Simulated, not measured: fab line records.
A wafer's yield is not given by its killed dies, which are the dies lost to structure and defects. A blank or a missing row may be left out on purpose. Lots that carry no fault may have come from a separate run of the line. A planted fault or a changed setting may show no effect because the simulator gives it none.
The tool behind it: which one? || flow nand_harc || 72 wafers from 24 lots sampled at 6 of the route's 1159 steps

== WHAT THE GAUGES READ, wafer by wafer ==
NHARC_P_M2_INSPECT_27. Usual: raw_defect_count at 315, with a standard deviation of 130.
{"lot": "L074", "measured": "day 6 06:11", "on": "defect_inspect-01", "raw_defect_count": "228 338 475", "flag": ""}
{"lot": "L077", "measured": "day 6 23:07", "on": "defect_inspect-02", "raw_defect_count": "321 245 263", "flag": ""}
{"lot": "L076", "measured": "day 7 03:52", "on": "defect_inspect-01", "raw_defect_count": "423 381 704", "flag": ""}
{"lot": "L075", "measured": "day 7 06:11", "on": "defect_inspect-02", "raw_defect_count": "382 487 289", "flag": ""}
{"lot": "L078", "measured": "day 7 06:57", "on": "defect_inspect-02", "raw_defect_count": "188 221 286", "flag": ""}
{"lot": "L079", "measured": "day 7 13:01", "on": "defect_inspect-01", "raw_defect_count": "592 283 309", "flag": ""}
{"lot": "L080", "measured": "day 7 13:50", "on": "defect_inspect-01", "raw_defect_count": "490 270 374", "flag": ""}
{"lot": "L082", "measured": "day 8 00:28", "on": "defect_inspect-02", "raw_defect_count": "205 237 264", "flag": ""}
{"lot": "L081", "measured": "day 8 01:53", "on": "defect_inspect-01", "raw_defect_count": "300 207 588", "flag": ""}
{"lot": "L084", "measured": "day 8 12:19", "on": "defect_inspect-02", "raw_defect_count": "287 219 208", "flag": ""}
{"lot": "L083", "measured": "day 8 15:00", "on": "defect_inspect-01", "raw_defect_count": "179 261 207", "flag": ""}
{"lot": "L086", "measured": "day 9 16:44", "on": "defect_inspect-01", "raw_defect_count": "517 590 703", "flag": ""}
{"lot": "L087", "measured": "day 9 17:18", "on": "defect_inspect-01", "raw_defect_count": "273 510 255", "flag": ""}
{"lot": "L085", "measured": "day 9 18:08", "on": "defect_inspect-02", "raw_defect_count": "317 172 239", "flag": ""}
{"lot": "L089", "measured": "day 9 23:26", "on": "defect_inspect-01", "raw_defect_count": "850 485 672", "flag": ""}
{"lot": "L088", "measured": "day 10 00:16", "on": "defect_inspect-01", "raw_defect_count": "353 184 268", "flag": ""}
{"lot": "L090", "measured": "day 10 06:59", "on": "defect_inspect-01", "raw_defect_count": "215 144 245", "flag": ""}
{"lot": "L092", "measured": "day 10 13:45", "on": "defect_inspect-01", "raw_defect_count": "334 358 374", "flag": ""}
{"lot": "L091", "measured": "day 10 14:55", "on": "defect_inspect-02", "raw_defect_count": "241 239 157", "flag": ""}
{"lot": "L093", "measured": "day 11 04:22", "on": "defect_inspect-01", "raw_defect_count": "352 348 254", "flag": ""}
{"lot": "L094", "measured": "day 11 05:16", "on": "defect_inspect-01", "raw_defect_count": "185 137 264", "flag": ""}
{"lot": "L095", "measured": "day 11 14:08", "on": "defect_inspect-02", "raw_defect_count": "214 115 141", "flag": ""}
{"lot": "L096", "measured": "day 11 22:16", "on": "defect_inspect-02", "raw_defect_count": "269 262 278", "flag": ""}
{"lot": "L097", "measured": "day 11 22:58", "on": "defect_inspect-02", "raw_defect_count": "332 256 174", "flag": ""}

NHARC_A_CHANNEL_HOLE_D1_CD_MEAS_10: target cd 100 nm. Usual: cd_nm at 100.2 nm, with a standard deviation of 0.47.
{"lot": "L074", "measured": "day 8 05:08", "on": "cd_sem-03", "cd_nm (nm)": "100.6 100.5 100.4", "flag": ""}
{"lot": "L077", "measured": "day 8 19:28", "on": "cd_sem-01", "cd_nm (nm)": "100.0 100.1 100.3", "flag": ""}
{"lot": "L076", "measured": "day 9 00:19", "on": "cd_sem-01", "cd_nm (nm)": "100.1 100.1 100.0", "flag": ""}
{"lot": "L075", "measured": "day 9 01:21", "on": "cd_sem-02", "cd_nm (nm)": "100.3 100.1 99.9", "flag": ""}
{"lot": "L078", "measured": "day 9 03:14", "on": "cd_sem-02", "cd_nm (nm)": "99.8 99.7 99.9", "flag": ""}
{"lot": "L079", "measured": "day 9 11:03", "on": "cd_sem-03", "cd_nm (nm)": "99.9 99.8 99.5", "flag": ""}
{"lot": "L080", "measured": "day 9 11:12", "on": "cd_sem-01", "cd_nm (nm)": "100.5 100.6 100.9", "flag": ""}
{"lot": "L082", "measured": "day 10 01:07", "on": "cd_sem-03", "cd_nm (nm)": "99.9 100.0 99.9", "flag": ""}
{"lot": "L081", "measured": "day 10 01:17", "on": "cd_sem-03", "cd_nm (nm)": "100.4 100.0 100.0", "flag": ""}
{"lot": "L084", "measured": "day 10 15:19", "on": "cd_sem-02", "cd_nm (nm)": "100.6 99.7 100.2", "flag": ""}
{"lot": "L083", "measured": "day 10 14:40", "on": "cd_sem-01", "cd_nm (nm)": "99.7 100.5 100.0", "flag": ""}
{"lot": "L086", "measured": "day 11 14:05", "on": "cd_sem-03", "cd_nm (nm)": "99.1 99.9 99.5", "flag": ""}
{"lot": "L087", "measured": "day 11 12:26", "on": "cd_sem-03", "cd_nm (nm)": "100.7 100.4 100.4", "flag": ""}
{"lot": "L085", "measured": "day 11 16:08", "on": "cd_sem-01", "cd_nm (nm)": "100.2 99.6 99.7", "flag": ""}
{"lot": "L089", "measured": "day 11 19:16", "on": "cd_sem-02", "cd_nm (nm)": "100.4 100.0 100.1", "flag": ""}
{"lot": "L088", "measured": "day 11 19:02", "on": "cd_sem-01", "cd_nm (nm)": "100.5 100.1 100.5", "flag": ""}
{"lot": "L090", "measured": "day 12 05:01", "on": "cd_sem-01", "cd_nm (nm)": "100.8 100.7 101.5", "flag": ""}
{"lot": "L092", "measured": "day 12 10:49", "on": "cd_sem-02", "cd_nm (nm)": "100.3 100.2 100.0", "flag": ""}
{"lot": "L091", "measured": "day 12 10:12", "on": "cd_sem-01", "cd_nm (nm)": "99.8 100.2 100.5", "flag": ""}
{"lot": "L093", "measured": "day 13 03:04", "on": "cd_sem-01", "cd_nm (nm)": "100.6 101.0 101.0", "flag": ""}
{"lot": "L094", "measured": "day 13 02:48", "on": "cd_sem-03", "cd_nm (nm)": "99.8 99.7 99.7", "flag": ""}
{"lot": "L095", "measured": "day 13 10:47", "on": "cd_sem-03", "cd_nm (nm)": "99.7 99.7 99.4", "flag": ""}
{"lot": "L096", "measured": "day 14 02:27", "on": "cd_sem-01", "cd_nm (nm)": "101.1 101.1 101.0", "flag": ""}
{"lot": "L097", "measured": "day 14 02:02", "on": "cd_sem-01", "cd_nm (nm)": "100.3 100.7 100.2", "flag": ""}

NHARC_A_CHANNEL_HOLE_D1_CD_MEAS_18. Usual: cd_nm at 100.1 nm, with a standard deviation of 1.4.
{"lot": "L074", "measured": "day 8 06:26", "on": "cd_sem-01", "cd_nm (nm)": "100.0 99.2 100.2", "flag": ""}
{"lot": "L077", "measured": "day 8 20:58", "on": "cd_sem-02", "cd_nm (nm)": "98.8 101.4 102.5", "flag": ""}
{"lot": "L076", "measured": "day 9 01:37", "on": "cd_sem-03", "cd_nm (nm)": "99.8 99.5 99.1", "flag": ""}
{"lot": "L075", "measured": "day 9 02:38", "on": "cd_sem-01", "cd_nm (nm)": "99.6 100.3 99.9", "flag": ""}
{"lot": "L078", "measured": "day 9 04:32", "on": "cd_sem-01", "cd_nm (nm)": "98.9 99.8 100.1", "flag": ""}
{"lot": "L079", "measured": "day 9 12:21", "on": "cd_sem-02", "cd_nm (nm)": "103.2 99.9 100.2", "flag": ""}
{"lot": "L080", "measured": "day 9 12:29", "on": "cd_sem-01", "cd_nm (nm)": "99.2 98.7 99.2", "flag": ""}
{"lot": "L082", "measured": "day 10 02:35", "on": "cd_sem-01", "cd_nm (nm)": "100.0 99.4 100.2", "flag": ""}
{"lot": "L081", "measured": "day 10 03:01", "on": "cd_sem-02", "cd_nm (nm)": "102.8 102.2 101.7", "flag": ""}
{"lot": "L084", "measured": "day 10 16:50", "on": "cd_sem-01", "cd_nm (nm)": "102.4 101.8 98.3", "flag": ""}
{"lot": "L083", "measured": "day 10 15:58", "on": "cd_sem-03", "cd_nm (nm)": "100.6 100.7 99.5", "flag": ""}
{"lot": "L086", "measured": "day 11 15:36", "on": "cd_sem-02", "cd_nm (nm)": "100.8 100.1 99.0", "flag": ""}
{"lot": "L087", "measured": "day 11 13:44", "on": "cd_sem-01", "cd_nm (nm)": "101.2 101.7 98.6", "flag": ""}
{"lot": "L085", "measured": "day 11 17:26", "on": "cd_sem-03", "cd_nm (nm)": "101.1 103.5 100.4", "flag": ""}
{"lot": "L089", "measured": "day 11 20:34", "on": "cd_sem-03", "cd_nm (nm)": "95.7 99.3 95.7", "flag": ""}
{"lot": "L088", "measured": "day 11 20:34", "on": "cd_sem-02", "cd_nm (nm)": "99.6 100.3 102.0", "flag": ""}
{"lot": "L090", "measured": "day 12 06:19", "on": "cd_sem-03", "cd_nm (nm)": "100.3 101.9 98.1", "flag": ""}
{"lot": "L092", "measured": "day 12 12:06", "on": "cd_sem-01", "cd_nm (nm)": "100.1 97.8 99.8", "flag": ""}
{"lot": "L091", "measured": "day 12 11:29", "on": "cd_sem-02", "cd_nm (nm)": "100.4 98.7 101.3", "flag": ""}
{"lot": "L093", "measured": "day 13 04:22", "on": "cd_sem-02", "cd_nm (nm)": "99.7 99.2 101.0", "flag": ""}
{"lot": "L094", "measured": "day 13 04:05", "on": "cd_sem-02", "cd_nm (nm)": "98.3 101.5 100.3", "flag": ""}
{"lot": "L095", "measured": "day 13 12:04", "on": "cd_sem-03", "cd_nm (nm)": "103.6 101.9 100.3", "flag": ""}
{"lot": "L096", "measured": "day 14 03:44", "on": "cd_sem-02", "cd_nm (nm)": "103.2 102.0 102.6", "flag": ""}
{"lot": "L097", "measured": "day 14 03:20", "on": "cd_sem-02", "cd_nm (nm)": "98.5 100.0 99.8", "flag": ""}

NHARC_A_CHANNEL_FILL_D1_THK_MEAS_06: measures by ellipsometry. Usual: thk_nm at 5.2 nm, with a standard deviation of 0.89.
{"lot": "L074", "measured": "day 10 04:50", "on": "film_metro-02", "thk_nm (nm)": "5.5 4.8 4.5", "flag": ""}
{"lot": "L077", "measured": "day 10 15:20", "on": "film_metro-02", "thk_nm (nm)": "4.6 5.0 5.8", "flag": ""}
{"lot": "L076", "measured": "day 10 19:30", "on": "film_metro-02", "thk_nm (nm)": "4.8 4.7 4.3", "flag": ""}
{"lot": "L075", "measured": "day 10 19:30", "on": "film_metro-01", "thk_nm (nm)": "3.7 6.3 4.9", "flag": ""}
{"lot": "L078", "measured": "day 10 23:52", "on": "film_metro-02", "thk_nm (nm)": "2.4 4.1 5.0", "flag": ""}
{"lot": "L079", "measured": "day 11 07:05", "on": "film_metro-02", "thk_nm (nm)": "5.2 5.8 5.2", "flag": ""}
{"lot": "L080", "measured": "day 11 07:05", "on": "film_metro-01", "thk_nm (nm)": "5.3 5.0 6.1", "flag": ""}
{"lot": "L082", "measured": "day 11 22:02", "on": "film_metro-02", "thk_nm (nm)": "6.2 6.2 6.2", "flag": ""}
{"lot": "L081", "measured": "day 11 22:02", "on": "film_metro-01", "thk_nm (nm)": "5.4 4.6 4.8", "flag": ""}
{"lot": "L084", "measured": "day 12 11:01", "on": "film_metro-01", "thk_nm (nm)": "6.2 5.2 4.3", "flag": ""}
{"lot": "L083", "measured": "day 12 15:16", "on": "film_metro-02", "thk_nm (nm)": "4.5 5.4 3.8", "flag": ""}
{"lot": "L086", "measured": "day 13 14:23", "on": "film_metro-02", "thk_nm (nm)": "4.6 5.1 3.0", "flag": ""}
{"lot": "L087", "measured": "day 13 08:58", "on": "film_metro-01", "thk_nm (nm)": "3.6 4.1 5.0", "flag": ""}
{"lot": "L085", "measured": "day 13 14:22", "on": "film_metro-02", "thk_nm (nm)": "6.3 7.5 4.5", "flag": ""}
{"lot": "L089", "measured": "day 13 19:40", "on": "film_metro-02", "thk_nm (nm)": "4.6 5.6 5.4", "flag": ""}
{"lot": "L088", "measured": "day 13 14:22", "on": "film_metro-02", "thk_nm (nm)": "7.1 5.1 5.3", "flag": ""}
{"lot": "L090", "measured": "day 14 04:11", "on": "film_metro-02", "thk_nm (nm)": "6.2 5.4 4.4", "flag": ""}
{"lot": "L092", "measured": "day 14 07:23", "on": "film_metro-01", "thk_nm (nm)": "4.3 3.9 5.7", "flag": ""}
{"lot": "L091", "measured": "day 14 07:23", "on": "film_metro-02", "thk_nm (nm)": "4.8 5.5 4.1", "flag": ""}
{"lot": "L093", "measured": "day 14 23:15", "on": "film_metro-02", "thk_nm (nm)": "5.8 5.4 5.4", "flag": ""}
{"lot": "L094", "measured": "day 14 23:16", "on": "film_metro-01", "thk_nm (nm)": "5.7 4.0 4.3", "flag": ""}
{"lot": "L095", "measured": "day 15 06:08", "on": "film_metro-01", "thk_nm (nm)": "5.4 5.6 6.1", "flag": ""}
{"lot": "L096", "measured": "day 16 04:40", "on": "film_metro-02", "thk_nm (nm)": "5.1 4.7 4.9", "flag": ""}
{"lot": "L097", "measured": "day 15 21:45", "on": "film_metro-01", "thk_nm (nm)": "4.6 5.1 5.2", "flag": ""}

== WHAT TOOL EACH LOT RAN ON (gives the tool, then ch and the chambers of the sampled wafers, and finally the start) ==
{"lot": "L074", "NHARC_P_M2_PVD_21": "pvd_sputter-01, day 6 06:11 or earlier", "NHARC_A_CHANNEL_HOLE_D1_ETCH_26": "har_etch-02 ch 0,1, day 8 10:19"}
{"lot": "L077", "NHARC_P_M2_PVD_21": "pvd_sputter-03, day 6 23:07 or earlier", "NHARC_A_CHANNEL_HOLE_D1_ETCH_26": "har_etch-02 ch 0,1, day 9 00:54"}
{"lot": "L076", "NHARC_P_M2_PVD_21": "pvd_sputter-02, day 7 03:52 or earlier", "NHARC_A_CHANNEL_HOLE_D1_ETCH_26": "har_etch-02 ch 0,1, day 9 05:28"}
{"lot": "L075", "NHARC_P_M2_PVD_21": "pvd_sputter-01, day 7 06:11 or earlier", "NHARC_A_CHANNEL_HOLE_D1_ETCH_26": "har_etch-01 ch 0,1, day 9 06:28"}
{"lot": "L078", "NHARC_P_M2_PVD_21": "pvd_sputter-01, day 7 06:57 or earlier", "NHARC_A_CHANNEL_HOLE_D1_ETCH_26": "har_etch-02 ch 0,1, day 9 09:42"}
{"lot": "L079", "NHARC_P_M2_PVD_21": "pvd_sputter-01, day 7 13:01 or earlier", "NHARC_A_CHANNEL_HOLE_D1_ETCH_26": "har_etch-01 ch 0,1, day 9 16:12"}
{"lot": "L080", "NHARC_P_M2_PVD_21": "pvd_sputter-02, day 7 13:50 or earlier", "NHARC_A_CHANNEL_HOLE_D1_ETCH_26": "har_etch-02 ch 0,1, day 9 16:20"}
{"lot": "L082", "NHARC_P_M2_PVD_21": "pvd_sputter-03, day 8 00:28 or earlier", "NHARC_A_CHANNEL_HOLE_D1_ETCH_26": "har_etch-01 ch 0, day 10 06:26"}
{"lot": "L081", "NHARC_P_M2_PVD_21": "pvd_sputter-01, day 8 01:53 or earlier", "NHARC_A_CHANNEL_HOLE_D1_ETCH_26": "har_etch-02 ch 0, day 10 06:51"}
{"lot": "L084", "NHARC_P_M2_PVD_21": "pvd_sputter-02, day 8 12:19 or earlier", "NHARC_A_CHANNEL_HOLE_D1_ETCH_26": "har_etch-01 ch 0,1, day 10 20:42"}
{"lot": "L083", "NHARC_P_M2_PVD_21": "pvd_sputter-03, day 8 15:00 or earlier", "NHARC_A_CHANNEL_HOLE_D1_ETCH_26": "har_etch-02 ch 0,1, day 11 00:13"}
{"lot": "L086", "NHARC_P_M2_PVD_21": "pvd_sputter-03, day 9 16:44 or earlier", "NHARC_A_CHANNEL_HOLE_D1_ETCH_26": "har_etch-01 ch 0,1, day 11 20:42"}
{"lot": "L087", "NHARC_P_M2_PVD_21": "pvd_sputter-02, day 9 17:18 or earlier", "NHARC_A_CHANNEL_HOLE_D1_ETCH_26": "har_etch-02 ch 0,1, day 11 17:35"}
{"lot": "L085", "NHARC_P_M2_PVD_21": "pvd_sputter-01, day 9 18:08 or earlier", "NHARC_A_CHANNEL_HOLE_D1_ETCH_26": "har_etch-02 ch 0,1, day 11 23:26"}
{"lot": "L089", "NHARC_P_M2_PVD_21": "pvd_sputter-02, day 9 23:26 or earlier", "NHARC_A_CHANNEL_HOLE_D1_ETCH_26": "har_etch-02 ch 1, day 12 03:36"}
{"lot": "L088", "NHARC_P_M2_PVD_21": "pvd_sputter-02, day 10 00:16 or earlier", "NHARC_A_CHANNEL_HOLE_D1_ETCH_26": "har_etch-01 ch 0,1, day 12 00:56"}
{"lot": "L090", "NHARC_P_M2_PVD_21": "pvd_sputter-01, day 10 06:59 or earlier", "NHARC_A_CHANNEL_HOLE_D1_ETCH_26": "har_etch-02 ch 1, day 12 10:11"}
{"lot": "L092", "NHARC_P_M2_PVD_21": "pvd_sputter-03, day 10 13:45 or earlier", "NHARC_A_CHANNEL_HOLE_D1_ETCH_26": "har_etch-02 ch 0,1, day 12 15:59"}
{"lot": "L091", "NHARC_P_M2_PVD_21": "pvd_sputter-03, day 10 14:55 or earlier", "NHARC_A_CHANNEL_HOLE_D1_ETCH_26": "har_etch-01 ch 0,1, day 12 15:22"}
{"lot": "L093", "NHARC_P_M2_PVD_21": "pvd_sputter-03, day 11 04:22 or earlier", "NHARC_A_CHANNEL_HOLE_D1_ETCH_26": "har_etch-01 ch 0,1, day 13 09:26"}
{"lot": "L094", "NHARC_P_M2_PVD_21": "pvd_sputter-01, day 11 05:16 or earlier", "NHARC_A_CHANNEL_HOLE_D1_ETCH_26": "har_etch-02 ch 0,1, day 13 08:01"}
{"lot": "L095", "NHARC_P_M2_PVD_21": "pvd_sputter-03, day 11 14:08 or earlier", "NHARC_A_CHANNEL_HOLE_D1_ETCH_26": "har_etch-01 ch 0,1, day 13 15:56"}
{"lot": "L096", "NHARC_P_M2_PVD_21": "pvd_sputter-02, day 11 22:16 or earlier", "NHARC_A_CHANNEL_HOLE_D1_ETCH_26": "har_etch-02 ch 0,1, day 14 11:27"}
{"lot": "L097", "NHARC_P_M2_PVD_21": "pvd_sputter-03, day 11 22:58 or earlier", "NHARC_A_CHANNEL_HOLE_D1_ETCH_26": "har_etch-02 ch 0,1, day 14 07:16"}
- NHARC_P_M2_PVD_21: deposits Cu, target thk 30 nm, time 20.49 s.
- NHARC_A_CHANNEL_HOLE_D1_ETCH_26: etches the open film in C4F8/O2/Ar, time 224.1 s, target depth 300 nm.

== WHAT THE TOOLS THEMSELVES READ (means of the sampled wafers that have a number; where no wafer has one, the mark that the record gives instead) ==
NHARC_P_M2_PVD_21. Usual: throttle_valve_pct at 30.0 %, with a standard deviation of 0.92.
{"lot": "L074", "tool": "pvd_sputter-01", "throttle_valve_pct (%)": 30.5, "flag": ""}
{"lot": "L077", "tool": "pvd_sputter-03", "throttle_valve_pct (%)": 30.5, "flag": ""}
{"lot": "L076", "tool": "pvd_sputter-02", "throttle_valve_pct (%)": 29.7, "flag": ""}
{"lot": "L075", "tool": "pvd_sputter-01", "throttle_valve_pct (%)": 29.2, "flag": ""}
{"lot": "L078", "tool": "pvd_sputter-01", "throttle_valve_pct (%)": 30.2, "flag": ""}
{"lot": "L079", "tool": "pvd_sputter-01", "throttle_valve_pct (%)": 29.9, "flag": ""}
{"lot": "L080", "tool": "pvd_sputter-02", "throttle_valve_pct (%)": 30.0, "flag": ""}
{"lot": "L082", "tool": "pvd_sputter-03", "throttle_valve_pct (%)": 30.4, "flag": ""}
{"lot": "L081", "tool": "pvd_sputter-01", "throttle_valve_pct (%)": 30.2, "flag": ""}
{"lot": "L084", "tool": "pvd_sputter-02", "throttle_valve_pct (%)": 28.7, "flag": ""}
{"lot": "L083", "tool": "pvd_sputter-03", "throttle_valve_pct (%)": 29.9, "flag": ""}
{"lot": "L086", "tool": "pvd_sputter-03", "throttle_valve_pct (%)": 29.8, "flag": ""}
{"lot": "L087", "tool": "pvd_sputter-02", "throttle_valve_pct (%)": 29.7, "flag": ""}
{"lot": "L085", "tool": "pvd_sputter-01", "throttle_valve_pct (%)": 29.3, "flag": ""}
{"lot": "L089", "tool": "pvd_sputter-02", "throttle_valve_pct (%)": 29.8, "flag": ""}
{"lot": "L088", "tool": "pvd_sputter-02", "throttle_valve_pct (%)": 30.9, "flag": ""}
{"lot": "L090", "tool": "pvd_sputter-01", "throttle_valve_pct (%)": 30.0, "flag": ""}
{"lot": "L092", "tool": "pvd_sputter-03", "throttle_valve_pct (%)": 30.3, "flag": ""}
{"lot": "L091", "tool": "pvd_sputter-03", "throttle_valve_pct (%)": 30.4, "flag": ""}
{"lot": "L093", "tool": "pvd_sputter-03", "throttle_valve_pct (%)": 29.8, "flag": ""}
{"lot": "L094", "tool": "pvd_sputter-01", "throttle_valve_pct (%)": 30.5, "flag": ""}
{"lot": "L095", "tool": "pvd_sputter-03", "throttle_valve_pct (%)": 30.6, "flag": ""}
{"lot": "L096", "tool": "pvd_sputter-02", "throttle_valve_pct (%)": 30.2, "flag": ""}
{"lot": "L097", "tool": "pvd_sputter-03", "throttle_valve_pct (%)": 29.5, "flag": ""}

NHARC_A_CHANNEL_HOLE_D1_ETCH_26. Usual: drypump_motor_current_A 6.0 A, standard deviation 0.39; he_backside_leak_sccm 5.6 sccm, standard deviation 0.5; showerhead_plenum_p_Torr 3.88 Torr, standard deviation 0.049; throttle_valve_pct 24.585 %, standard deviation 0.01.
{"lot": "L074", "tool": "har_etch-02", "drypump_motor_current_A (A)": 6.0, "he_backside_leak_sccm (sccm)": 5.4, "showerhead_plenum_p_Torr (Torr)": 3.93, "throttle_valve_pct (%)": 24.588, "flag": ""}
{"lot": "L077", "tool": "har_etch-02", "drypump_motor_current_A (A)": 5.7, "he_backside_leak_sccm (sccm)": 5.2, "showerhead_plenum_p_Torr (Torr)": 3.93, "throttle_valve_pct (%)": 24.582, "flag": ""}
{"lot": "L076", "tool": "har_etch-02", "drypump_motor_current_A (A)": 6.0, "he_backside_leak_sccm (sccm)": 5.5, "showerhead_plenum_p_Torr (Torr)": 3.93, "throttle_valve_pct (%)": 24.593, "flag": ""}
{"lot": "L075", "tool": "har_etch-01", "drypump_motor_current_A (A)": 6.4, "he_backside_leak_sccm (sccm)": 5.8, "showerhead_plenum_p_Torr (Torr)": 3.82, "throttle_valve_pct (%)": 24.582, "flag": ""}
{"lot": "L078", "tool": "har_etch-02", "drypump_motor_current_A (A)": 5.9, "he_backside_leak_sccm (sccm)": 5.4, "showerhead_plenum_p_Torr (Torr)": 3.92, "throttle_valve_pct (%)": 24.585, "flag": ""}
{"lot": "L079", "tool": "har_etch-01", "drypump_motor_current_A (A)": 6.4, "he_backside_leak_sccm (sccm)": 5.7, "showerhead_plenum_p_Torr (Torr)": 3.82, "throttle_valve_pct (%)": 24.590, "flag": ""}
{"lot": "L080", "tool": "har_etch-02", "drypump_motor_current_A (A)": 5.7, "he_backside_leak_sccm (sccm)": 5.5, "showerhead_plenum_p_Torr (Torr)": 3.92, "throttle_valve_pct (%)": 24.585, "flag": ""}
{"lot": "L082", "tool": "har_etch-01", "drypump_motor_current_A (A)": 6.5, "he_backside_leak_sccm (sccm)": 5.7, "showerhead_plenum_p_Torr (Torr)": 3.80, "throttle_valve_pct (%)": 24.586, "flag": ""}
{"lot": "L081", "tool": "har_etch-02", "drypump_motor_current_A (A)": 5.5, "he_backside_leak_sccm (sccm)": 5.1, "showerhead_plenum_p_Torr (Torr)": 3.92, "throttle_valve_pct (%)": 24.582, "flag": ""}
{"lot": "L084", "tool": "har_etch-01", "drypump_motor_current_A (A)": 6.4, "he_backside_leak_sccm (sccm)": 5.7, "showerhead_plenum_p_Torr (Torr)": 3.82, "throttle_valve_pct (%)": 24.587, "flag": ""}
{"lot": "L083", "tool": "har_etch-02", "drypump_motor_current_A (A)": 5.7, "he_backside_leak_sccm (sccm)": 6.3, "showerhead_plenum_p_Torr (Torr)": 3.91, "throttle_valve_pct (%)": 24.579, "flag": ""}
{"lot": "L086", "tool": "har_etch-01", "drypump_motor_current_A (A)": 6.4, "he_backside_leak_sccm (sccm)": 5.9, "showerhead_plenum_p_Torr (Torr)": 3.81, "throttle_valve_pct (%)": 24.586, "flag": ""}
{"lot": "L087", "tool": "har_etch-02", "drypump_motor_current_A (A)": 5.7, "he_backside_leak_sccm (sccm)": 5.3, "showerhead_plenum_p_Torr (Torr)": 3.91, "throttle_valve_pct (%)": 24.582, "flag": ""}
{"lot": "L085", "tool": "har_etch-02", "drypump_motor_current_A (A)": 5.7, "he_backside_leak_sccm (sccm)": 6.6, "showerhead_plenum_p_Torr (Torr)": 3.91, "throttle_valve_pct (%)": 24.575, "flag": ""}
{"lot": "L089", "tool": "har_etch-02", "drypump_motor_current_A (A)": 6.2, "he_backside_leak_sccm (sccm)": 5.6, "showerhead_plenum_p_Torr (Torr)": 3.91, "throttle_valve_pct (%)": 24.576, "flag": ""}
{"lot": "L088", "tool": "har_etch-01", "drypump_motor_current_A (A)": 6.3, "he_backside_leak_sccm (sccm)": 5.7, "showerhead_plenum_p_Torr (Torr)": 3.83, "throttle_valve_pct (%)": 24.597, "flag": ""}
{"lot": "L090", "tool": "har_etch-02", "drypump_motor_current_A (A)": 6.2, "he_backside_leak_sccm (sccm)": 6.0, "showerhead_plenum_p_Torr (Torr)": 3.90, "throttle_valve_pct (%)": 24.589, "flag": ""}
{"lot": "L092", "tool": "har_etch-02", "drypump_motor_current_A (A)": 6.0, "he_backside_leak_sccm (sccm)": 5.7, "showerhead_plenum_p_Torr (Torr)": 3.90, "throttle_valve_pct (%)": 24.589, "flag": ""}
{"lot": "L091", "tool": "har_etch-01", "drypump_motor_current_A (A)": 6.3, "he_backside_leak_sccm (sccm)": 5.7, "showerhead_plenum_p_Torr (Torr)": 3.83, "throttle_valve_pct (%)": 24.579, "flag": ""}
{"lot": "L093", "tool": "har_etch-01", "drypump_motor_current_A (A)": 6.3, "he_backside_leak_sccm (sccm)": 5.8, "showerhead_plenum_p_Torr (Torr)": 3.83, "throttle_valve_pct (%)": 24.582, "flag": ""}
{"lot": "L094", "tool": "har_etch-02", "drypump_motor_current_A (A)": 5.7, "he_backside_leak_sccm (sccm)": 5.5, "showerhead_plenum_p_Torr (Torr)": 3.90, "throttle_valve_pct (%)": 24.580, "flag": ""}
{"lot": "L095", "tool": "har_etch-01", "drypump_motor_current_A (A)": 6.4, "he_backside_leak_sccm (sccm)": 6.2, "showerhead_plenum_p_Torr (Torr)": 3.80, "throttle_valve_pct (%)": 24.585, "flag": ""}
{"lot": "L096", "tool": "har_etch-02", "drypump_motor_current_A (A)": 6.0, "he_backside_leak_sccm (sccm)": 5.8, "showerhead_plenum_p_Torr (Torr)": 3.89, "throttle_valve_pct (%)": 24.588, "flag": ""}
{"lot": "L097", "tool": "har_etch-02", "drypump_motor_current_A (A)": 6.0, "he_backside_leak_sccm (sccm)": 5.7, "showerhead_plenum_p_Torr (Torr)": 3.89, "throttle_valve_pct (%)": 24.595, "flag": ""}

== THE ANSWER, worked out from the rows above alone ==
Rule: lot off if the mean of its wafers having a number is beyond 3 standard deviations from the usual mean. A lot without any number at a reading at which 4 lots or more have one is off too. Where the step has rows for the other lots, those lots are counted as sound. After the gauges, taken in route order, come the tools' own readings; for these a lot's mean is taken, as printed above. The first step at which some lot is off is used, and at that step the reading that is off furthest; a lot without a number counts as furthest.
Nothing can be told from this: no lot is off at any reading shown.

== WHAT HAD BEEN PUT IN BY THE SIMULATOR ==
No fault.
